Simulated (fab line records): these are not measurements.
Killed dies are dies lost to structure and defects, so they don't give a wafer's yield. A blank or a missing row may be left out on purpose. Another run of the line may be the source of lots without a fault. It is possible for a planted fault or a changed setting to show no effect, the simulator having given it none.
Comparing a struck lot with a sound one || flow n5 finfet || 22 steps out of a route of 1938
Sound: these wafers, L688.4, L688.5, L688.6. Struck: wafers L678.1, L678.3, L678.4. The cause is given at the end.
For every step that has rows: the tool of each side, followed by ch and its chambers, followed by its first start. Under that, the readings that differ: sound wafers || struck wafers || difference of the means || sigmas: that difference in standard deviations of wafers without a fault.
alike: a reading whose means differ by less than 2 such deviations, as well as words and numbers matching on both sides. not compared: withheld readings; readings where some wafer has no value; bounds like >300 that might hide an equal value; numbers whose values overlap and for which the record gives no deviation.
Wherever a step has rows on one side only, a row that says differs or no value, or a row with sigmas, the two part there. Numbers that don't overlap but have no deviation are shown without sigmas and don't part them. A reading missing from all wafers of one side parts the sides only when that side holds two or more wafers.

first, 11 steps without rows for these wafers: N5_GATE_CUT_VAPOR_ETCH_60 (etches HfO2 in BCl3/Cl2); N5_GATE_CUT_ETCH_58 (etches SiNx in CH3F/O2, target depth 17 nm, time 128.6 s); N5_GATE_CUT_STRIP_59 (strips in N2/H2, time 20 s); N5_GATE_CUT_PRECLEAN_31 (cleans in DIW, time 300 s); N5_GATE_CUT_SRD_32 (time 30 s); N5_GATE_CUT_SAC_CAP_01 (material SiNx, target thk 24 nm, pulse time 1 s, ald cycles 480); N5_GATE_CUT_PECVD_57 (deposits SiNx from SiH4/NH3/N2, target thk 21 nm); N5_GATE_CUT_CMP_02 (polishes, stops on SiO2, t overpolish 12.7 s, target thk 0 nm); N5_GATE_CUT_HM_DEP_46 (deposits SiO2 from TEOS/O2, target thk 130 nm, time 26.6 s); N5_GATE_CUT_COAT_34 (time 60 s, resist thk 60 nm); N5_GATE_CUT_COAT_35 (time 60 s, resist thk 10 nm).
N5_GATE_CUT_COAT_27: time 60 s, resist thk 10 nm.
  sound on litho track-05 ch 0, day 9 03:21; struck on litho track-05 ch 0, day 6 14:01
{"reading": "exhaust pa (Pa)", "sound": "45.8 46.1 46.7", "struck": "45.4 44.8 43.3", "difference": -1.7, "sigmas": -2}
{"reading": "spin speed rpm (rpm)", "sound": "1499.7 1499.7 1499.8", "struck": "1463.5 1463.9 1464.7", "difference": -35.7, "sigmas": -41}
then, 7 steps without rows for these wafers: N5_GATE_CUT_COAT_07 (resist thk 30 nm); N5_GATE_CUT_EBR_09; N5_GATE_CUT_SOFTBAKE_08 (time 60 s); N5_GATE_CUT_EXPOSE_10 (exposes mask GATE CUT, target cd 20 nm); N5_GATE_CUT_PEB_11 (peb time 60 s); N5_GATE_CUT_DEVELOP_12 (develop time 30 s); N5_GATE_CUT_DESCUM_18 (chemistry O2, time 7 s).
N5_GATE_CUT_ETCH_28: etches underlayer in N2/H2, target depth 13 nm, time 10.4 s.
  sound on rie diel-02 ch 1,2,3, day 9 03:53; struck on rie diel-03 ch 0,1,3, day 6 14:34
{"reading": "model.etch.depth nm (nm)", "sound": "10.01 10.01 10.03", "struck": "10.12 10.11 10.11", "difference": "+0.10", "sigmas": ""}
  alike: bias w, chamber pressure mTorr, drypump motor current A, etch rf on time s, oes product au, rf vpp V, showerhead plenum p Torr, throttle valve pct
  not compared: rf hours counter h
then, 1 step without rows for these wafers: N5_GATE_CUT_ETCH_36 (etches SiARC in CF4, target depth 13 nm, time 21.7 s).
-- the record jumps here: 3 days lie between the struck wafers' starts before and after (it left off in module GATE_CUT and takes up again in module BEOL_M4, whose first step shown is number 1111 of the route) --
N5_BEOL_M4_RC_MEAS_101:
  sound on prober-02 ch 0, day 12 14:25; struck on prober-01 ch 0, day 9 22:39
  alike: DIBL_N, DIBL_P, IOFF_N, IOFF_P, ION_N, ION_P, SS_N, SS_P, VT_N, VT_P

== WHERE THEY PART ==
N5_GATE_CUT_COAT_27 only, going by this record. Later steps at which nothing parts them and some readings are alike: N5_GATE_CUT_ETCH_28, N5_BEOL_M4_RC_MEAS_101.

WHY: what had been put in by the simulator
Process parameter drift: litho track-05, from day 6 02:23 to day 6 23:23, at N5_GATE_CUT_COAT_27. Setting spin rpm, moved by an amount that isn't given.
